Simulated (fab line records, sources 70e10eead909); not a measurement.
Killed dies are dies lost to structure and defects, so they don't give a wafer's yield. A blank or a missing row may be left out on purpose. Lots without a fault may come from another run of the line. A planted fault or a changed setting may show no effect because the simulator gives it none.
A struck lot beside a sound one | flow nand_harc | 15 steps out of a route of 1159
Sound: wafers L228.2, L228.5, L228.6. Struck: wafer L241.6. (L241.2, L241.5 of the same lot were not struck and are left out.) The cause comes at the end.
At each step with rows: each side's tool, then ch and its chambers, then its first start. Under that, the readings that differ: sound wafers | struck wafers | difference of the means | sigmas: that difference in standard deviations of wafers without a fault.
alike: readings whose means differ by less than 2 such deviations, and words and numbers that are the same on both sides. not compared: withheld readings, readings that some wafer has no value for, bounds like >300 that may hide the same value, and numbers for which the record gives no deviation and whose values overlap.
The two part at a step that has a row with sigmas, a row that says differs or no value, or rows on one side only. Numbers that don't overlap but have no deviation are shown without sigmas and don't part them. A reading that every wafer of one side lacks parts them only if that side has two wafers or more.

first, 7 steps without rows for these wafers: NHARC_P_BONDPAD_COAT_36 (time 65 s); NHARC_P_BONDPAD_COAT_03 (resist thk 600 nm); NHARC_P_BONDPAD_SOFTBAKE_04 (time 70 s); NHARC_P_BONDPAD_EBR_05; NHARC_P_BONDPAD_EXPOSE_06 (exposes mask P BPAD); NHARC_P_BONDPAD_PEB_07 (peb time 80 s); NHARC_P_BONDPAD_DEVELOP_08 (time 50 s).
NHARC_P_BONDPAD_CD_MEAS_09: target cd 500 nm.
  sound on cd_sem-01 ch 0, day 7 02:32; struck on cd_sem-02 ch 0, day 10 14:17
  alike: cd_nm
NHARC_P_BONDPAD_OVL_MEAS_38:
  sound on overlay-01, day 7 02:38; struck on overlay-02, day 10 14:22
  alike: overlay_x_nm, overlay_y_nm
then, 1 step without rows for these wafers: NHARC_P_BONDPAD_HARDBAKE_10 (time 65 s).
NHARC_P_BONDPAD_DESCUM_11: chemistry O2, time 3 s.
  sound on rie_diel-08 ch 2,3, day 7 02:46; struck on rie_diel-08 ch 2, day 10 14:31
  alike: drypump_motor_current_A, oes_product_au, rf_vpp_V, showerhead_plenum_p_Torr, throttle_valve_pct
  not compared: rf_hours_counter_h
NHARC_P_BONDPAD_ETCH_37: etches the open film in N2/H2, target depth 60 nm, overetch 18 nm, time 65.91 s.
  sound on rie_diel-08 ch 0,1, day 7 02:51; struck on rie_diel-08 ch 1, day 10 14:36
  alike: drypump_motor_current_A, oes_product_au, rf_fwd_power_W, rf_vpp_V, showerhead_plenum_p_Torr, throttle_valve_pct
  not compared: rf_hours_counter_h
NHARC_P_BONDPAD_ETCH_12: etches the open film in CHF3/O2, target depth 200 nm, time 100 s.
  sound on rie_diel-08 ch 0,1,3, day 7 02:58; struck on rie_diel-08 ch 0, day 10 14:41
  reading               | sound             | struck | difference | sigmas
  oes_product_au (a.u.) | 0.970 0.986 0.970 | 0.717  | -0.258     | -11
  rf_fwd_power_W (W)    | 496.4 499.5 498.5 | 299.3  | -198.8     | -99 or more
  alike: drypump_motor_current_A, rf_vpp_V, showerhead_plenum_p_Torr, throttle_valve_pct
  not compared: rf_hours_counter_h
NHARC_P_BONDPAD_CD_MEAS_13:
  sound on cd_sem-03, day 7 03:04; struck on cd_sem-03, day 10 14:49
  alike: cd_nm
-- the record jumps here: 13 days lie between the struck wafers' starts before and after (it left off in module P_BONDPAD and takes up again in module END, whose first step shown is number 1159 of the route) --
NHARC_END_SORT_01:
  sound on prober-02 ch 0, day 20 07:08; struck on prober-01 ch 0, day 23 18:46
  reading                  | sound          | struck                   | difference                   | sigmas
  hold                     | - - -          | await_dispo/2.1h/release | no value on the sound wafers |
  defect_limited_yield (%) | 97.6 95.7 96.8 | 0                        | -97                          | -69
  killed_at_array          | 16 25 20       | 39                       | +19                          | +2
  killed_at_periphery      | 0 2 1          | 637                      | +636                         | +99 or more
  killed_dies              | 16 29 22       | 677                      | +655                         | +72
  sort_bin_2_pct (%)       | 1.0 1.6 1.0    | 95.4                     | +94.2                        | +99 or more
  sort_bin_3_pct (%)       | 0 0.59 0.30    | 1.03                     | +0.73                        | +3
  sort_n_pass              | 661 648 655    | 0                        | -655                         | -72
  sort_rim_yield_pct (%)   | 97.2 97.2 93.4 | 0                        | -96                          | -32
  sort_yield_pct (%)       | 97.6 95.7 96.8 | 0                        | -97                          | -69
  alike: killed_at_other, killed_open, killed_short, sort_bin_4_pct

WHERE THEY PART
First at NHARC_P_BONDPAD_ETCH_12; last, within this record, at NHARC_END_SORT_01.

WHY: what the simulator had put in
Process parameter drift: rie_diel-08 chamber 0, from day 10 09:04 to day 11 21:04, at NHARC_P_BONDPAD_ETCH_12. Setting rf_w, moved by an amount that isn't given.
